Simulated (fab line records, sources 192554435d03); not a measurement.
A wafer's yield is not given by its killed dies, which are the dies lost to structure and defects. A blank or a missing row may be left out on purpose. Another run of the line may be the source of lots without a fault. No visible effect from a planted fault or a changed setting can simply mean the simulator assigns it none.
Split-lot trial :: flow n5Finfet :: 21 wafers read from 7 lots, route of 1938 steps

THE SPLIT
At N5_MIM_BOT_LITHO_EXPOSE_05 (exposes mask MIM BOT), the setting doseMj was moved away from the recipe's 24.25 on 4 of the 21 wafers read, by -5.1% to -3.8%. For the rest of the wafers, this setting stayed at what the recipe calls for.

FROM THE SPLIT TO THE READING: what the file shows between them, 3 steps
- N5_MIM_BOT_LITHO_PEB_06
- N5_MIM_BOT_LITHO_DEVELOP_07: develop time 60 s
- N5_MIM_BOT_LITHO_HARDBAKE_09: time 120 s

THE READING
Shown in nm: cdNm at N5_MIM_BOT_LITHO_CD_MEAS_08, with target cd 3000 nm. Fault-free wafers of this fab line usually give 2999.9 nm, standard deviation 1.5 nm.

wafer: L074.2
tool, chamber at the split: krfScanner-02, 0
doseMj as run: 24.25
against the recipe: recipe
cdNm, nm: 3000.1
against lot-mates on the recipe: -

wafer: L074.3
tool, chamber at the split: krfScanner-02, 0
doseMj as run: 24.25
against the recipe: recipe
cdNm, nm: 2999.8
against lot-mates on the recipe: -

wafer: L074.4
tool, chamber at the split: krfScanner-02, 0
doseMj as run: 23.24
against the recipe: -4.2%
cdNm, nm: 2992.1
against lot-mates on the recipe: -7.8

wafer: L076.3
tool, chamber at the split: krfScanner-01, 0
doseMj as run: 23.33
against the recipe: -3.8%
cdNm, nm: 2993.3
against lot-mates on the recipe: -6.9

wafer: L076.4
tool, chamber at the split: krfScanner-01, 0
doseMj as run: 24.25
against the recipe: recipe
cdNm, nm: 3000.2
against lot-mates on the recipe: -

wafer: L076.6
tool, chamber at the split: krfScanner-01, 0
doseMj as run: 23.33
against the recipe: -3.8%
cdNm, nm: 2991.7
against lot-mates on the recipe: -8.5

wafer: L080.3
tool, chamber at the split: krfScanner-02, 0
doseMj as run: 24.25
against the recipe: recipe
cdNm, nm: 3001.0
against lot-mates on the recipe: -

wafer: L080.4
tool, chamber at the split: krfScanner-02, 0
doseMj as run: 24.25
against the recipe: recipe
cdNm, nm: 3001.1
against lot-mates on the recipe: -

wafer: L080.5
tool, chamber at the split: krfScanner-02, 0
doseMj as run: 23.02
against the recipe: -5.1%
cdNm, nm: 2991.2
against lot-mates on the recipe: -9.9

wafer: L085.3
tool, chamber at the split: krfScanner-02, 0
doseMj as run: 24.25
against the recipe: recipe
cdNm, nm: 3002.9
against lot-mates on the recipe: -

wafer: L085.4
tool, chamber at the split: krfScanner-02, 0
doseMj as run: 24.25
against the recipe: recipe
cdNm, nm: 3002.7
against lot-mates on the recipe: -

wafer: L085.5
tool, chamber at the split: krfScanner-02, 0
doseMj as run: 24.25
against the recipe: recipe
cdNm, nm: 3002.1
against lot-mates on the recipe: -

wafer: L088.4
tool, chamber at the split: krfScanner-02, 0
doseMj as run: 24.25
against the recipe: recipe
cdNm, nm: 3000.9
against lot-mates on the recipe: -

wafer: L088.5
tool, chamber at the split: krfScanner-02, 0
doseMj as run: 24.25
against the recipe: recipe
cdNm, nm: 2999.9
against lot-mates on the recipe: -

wafer: L088.6
tool, chamber at the split: krfScanner-02, 0
doseMj as run: 24.25
against the recipe: recipe
cdNm, nm: 2999.4
against lot-mates on the recipe: -

wafer: L093.2
tool, chamber at the split: krfScanner-01, 0
doseMj as run: 24.25
against the recipe: recipe
cdNm, nm: 2999.0
against lot-mates on the recipe: -

wafer: L093.3
tool, chamber at the split: krfScanner-01, 0
doseMj as run: 24.25
against the recipe: recipe
cdNm, nm: 2998.1
against lot-mates on the recipe: -

wafer: L093.5
tool, chamber at the split: krfScanner-01, 0
doseMj as run: 24.25
against the recipe: recipe
cdNm, nm: 2997.3
against lot-mates on the recipe: -

wafer: L091.1
tool, chamber at the split: krfScanner-02, 0
doseMj as run: 24.25
against the recipe: recipe
cdNm, nm: 3001.7
against lot-mates on the recipe: -

wafer: L091.2
tool, chamber at the split: krfScanner-02, 0
doseMj as run: 24.25
against the recipe: recipe
cdNm, nm: 3001.2
against lot-mates on the recipe: -

wafer: L091.6
tool, chamber at the split: krfScanner-02, 0
doseMj as run: 24.25
against the recipe: recipe
cdNm, nm: 2999.8
against lot-mates on the recipe: -

FIT RESULTS
A straight line over all 21 wafers: cdNm changes by +1.97 nm for each +1% of doseMj; r = +0.92; the points scatter about the line by 1.4 nm.
The same after taking each lot's own level away (the mean of its wafers on the recipe; 21 wafers): +1.96 nm for each +1%; r = +0.99; scatter 0.58 nm.
Per that fit: largest doseMj move, reading shift of 10 nm.
The span of the lots' own levels, 2998.13 to 3002.57 nm, comes to 3.0 times the standard deviation stated above.
So the lot-to-lot level changes the slope little: the two slopes agree.
Check: -10 nm against its lot-mates is what the line predicts for one of the wafers moved furthest among these (-5.1%) when that wafer is left out of the fit. It came out at -9.85 nm against them.

OTHER SPLITS APPLIED TO THESE WAFERS
Before the reading, these wafers also passed through other splits. Each is held against what the fit with the lots' levels taken away leaves over:
other split on the same wafers: N5_BEOL_M14_EXPOSE_25 doseMj
wafers away from the commonest value: 8
r with cdNm (lot level and that fit taken away): +0.04

other split on the same wafers: N5_BEOL_M14_TRENCH_ETCH_34 timeS
wafers away from the commonest value: 8
r with cdNm (lot level and that fit taken away): +0.16

FILE'S OWN FIT
cdNm changes by +1.95 nm for each +1% of doseMj, r = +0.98.
